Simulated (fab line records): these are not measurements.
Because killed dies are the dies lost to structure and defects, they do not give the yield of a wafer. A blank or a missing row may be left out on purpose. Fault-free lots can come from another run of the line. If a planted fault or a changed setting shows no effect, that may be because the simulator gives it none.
A single fault, viewed from 3 desks / flow n5_finfet / every desk sees just its own numbers, and what lay behind them comes last

## AT THE TOOL OWNER'S DESK: wet_bench-04
The tool's own readings at N5_FIN_SAQP_PRECLEAN_45 (cleans in dHF, time 10 s): means of the sampled wafers that have a number, for each lot that ran on this tool. If a lot's mean is further than 4 standard deviations from the usual mean, the lot is out of limits and carries the mark OUT (the distance appears in the brackets).
Columns: A = bath_heat_duty_pct at N5_FIN_SAQP_PRECLEAN_45, usual 6.2 %
lot=L732; first seen here=day 3 07:45; A=6.6
lot=L738; first seen here=day 4 23:19; A=6.3
lot=L743; first seen here=day 6 10:20; A=6.3
lot=L744; first seen here=day 6 15:47; A=6.4
Result from this desk: across the 4 lots, nothing is out of limits.

## AT THE METROLOGY DESK
Lot by lot, what the gauges showed, no matter which tool ran the lot: averages of those sampled wafers that carry a number. If a lot's mean is further than 4 standard deviations from the usual mean, the lot is out of limits and carries the mark OUT (the distance appears in the brackets). It has 12 readings; the 7 that lie furthest out on some lot are the ones shown.
Columns: A = DIBL_N at N5_BEOL_M4_RC_MEAS_101, usual 36.3 mV/V; B = IOFF_N at N5_BEOL_M4_RC_MEAS_101, usual 0.164 nA/um; C = IOFF_P at N5_BEOL_M4_RC_MEAS_101, usual 0.214 nA/um; D = ION_P at N5_BEOL_M4_RC_MEAS_101, usual 461 uA/um; E = SS_P at N5_BEOL_M4_RC_MEAS_101, usual 73.3 mV/dec; F = VT_N at N5_BEOL_M4_RC_MEAS_101, usual 249.4 mV; G = VT_P at N5_BEOL_M4_RC_MEAS_101, usual -250.0 mV
lot=L727; first seen here=day 2 01:31; A=36.1; B=0.157; C=0.188; D=453; E=73.6; F=249.7; G=-252.7
lot=L730; first seen here=day 2 20:32; A=35.7; B=0.158; C=0.190; D=458; E=73.1; F=249.5; G=-251.6
lot=L732; first seen here=day 3 07:48; A=37.1; B=0.175; C=0.258; D=473; E=73.8; F=246.0; G=-244.4
lot=L733; first seen here=day 3 16:17; A=35.1; B=0.130; C=0.201; D=463; E=72.6; F=253.3; G=-249.3
lot=L736; first seen here=day 4 11:31; A=36.5; B=0.166; C=0.235; D=467; E=73.4; F=248.1; G=-249.2
lot=L738; first seen here=day 4 23:22; A=37.1; B=0.180; C=0.236; D=462; E=74.2; F=249.8; G=-249.2
lot=L743; first seen here=day 6 10:23; A=35.1; B=0.143; C=0.205; D=462; E=72.9; F=250.4; G=-249.4
lot=L744; first seen here=day 6 15:50; A=35.6; B=0.174; C=0.208; D=460; E=73.4; F=248.4; G=-251.7
lot=L746; first seen here=day 7 00:05; A=35.5; B=0.168; C=0.205; D=462; E=73.5; F=249.1; G=-250.9
lot=L749; first seen here=day 7 15:44; A=38.4; B=0.189; C=0.228; D=465; E=73.2; F=248.2; G=-250.1
lot=L750; first seen here=day 7 20:53; A=37.0; B=0.173; C=0.229; D=466; E=73.9; F=249.9; G=-250.6
Result from this desk: across the 11 lots, nothing is out of limits.

## THE DEFECT DESK
What the inspections along the route counted, lot by lot: means of the sampled wafers that have a number. If a lot's mean is further than 4 standard deviations from the usual mean, the lot is out of limits and carries the mark OUT (the distance appears in the brackets).
Columns: A = raw_defect_count at N5_FIN_SAQP_INSPECT_40, usual 227; B = raw_defect_count at N5_FIN_CUT_INSPECT_10, usual 42
lot=L727; first seen here=day 2 01:33; A=146; B=32
lot=L730; first seen here=day 2 20:34; A=122; B=28
lot=L732; first seen here=day 3 07:49; A=168; B=34
lot=L733; first seen here=day 3 16:19; A=162; B=36
lot=L736; first seen here=day 4 11:32; A=393; B=62
lot=L738; first seen here=day 4 23:23; A=198; B=50
lot=L743; first seen here=day 6 10:25; A=780 (+7.9) OUT; B=648 (+55) OUT
lot=L744; first seen here=day 6 15:52; A=795 (+8.1) OUT; B=636 (+54) OUT
lot=L746; first seen here=day 7 00:07; A=323; B=61
lot=L749; first seen here=day 7 15:46; A=290; B=52
lot=L750; first seen here=day 7 20:55; A=206; B=35
This desk finds L743, L744 out of limits, L743 being first, at day 6 10:25 (raw_defect_count at N5_FIN_SAQP_INSPECT_40). L727, L730, L732, L733, L736, L738, L746, L749, L750: within limits.

## ALL TOGETHER
The defect desk could have raised an alarm at day 6 10:25, on L743, L744.
The desk of the tool owner found nothing out of limits.
Nothing out of limits was seen by the metrology desk.
The tool owner's desk has L743, L744 on record, within its limits.
The metrology desk has L743, L744 on record, within its limits.
Every lot named ran N5_FIN_SAQP_PRECLEAN_45 on wet_bench-04.

## WHAT HAD BEEN PUT IN BY THE SIMULATOR
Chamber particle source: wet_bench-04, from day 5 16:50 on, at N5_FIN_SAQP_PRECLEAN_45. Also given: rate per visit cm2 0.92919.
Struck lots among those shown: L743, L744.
Hours from the fault's start to each desk's first reading out of limits: the defect desk, 18.
